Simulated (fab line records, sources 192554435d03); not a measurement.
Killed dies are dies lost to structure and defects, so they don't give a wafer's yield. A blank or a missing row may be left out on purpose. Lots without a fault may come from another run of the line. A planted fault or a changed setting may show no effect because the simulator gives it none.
Chamber matching | flow n5_finfet | N5_BEOL_M4_ETCH_70 on rie_diel-04: 4 sister chambers
The step etches SOC in N2/H2, target depth 80 nm, overetch 24 nm, time 130 s. 4 wafers are shown with their chamber, then 8 later ones without.

WAFERS WITH THEIR CHAMBER
wafer  | chamber | drypump_motor_current_A (A)
L085.4 | 3       | 6.2
L092.5 | 2       | 5.7
L092.6 | 1       | 5.9
L095.1 | 0       | 6.7

WAFERS WITHOUT THEIR CHAMBER
wafer  | drypump_motor_current_A (A)
L095.3 | 5.9
L095.4 | 5.7
L094.1 | 5.7
L094.4 | 6.2
L094.6 | 5.9
L096.1 | 6.7
L096.3 | 5.6
L096.4 | 5.9

WHICH CHAMBER EACH WENT THROUGH
wafer  | from the rows above | in truth
L095.3 | 1                   | 1
L095.4 | 2                   | 2
L094.1 | 2                   | 2
L094.4 | 3                   | 3
L094.6 | 1                   | 1
L096.1 | 0                   | 0
L096.3 | 2                   | 2
L096.4 | 1                   | 1
Placed correctly: 8 of 8. Can't be placed from these rows: 0. Placed wrongly: 0.
How it was worked out, from the rows above alone: a wafer's distance from a chamber is the root of the sum, over the readings, of the square of ((its reading less the chamber's mean) divided by the reading's scatter). The wafer belongs to the nearest chamber; if the next one is less than 2 further off, it can't be placed. A chamber's mean is the mean of its shown wafers. The scatter: with one shown wafer a chamber, the root of the mean of the squares of how far each hidden wafer lies from its nearest shown one.
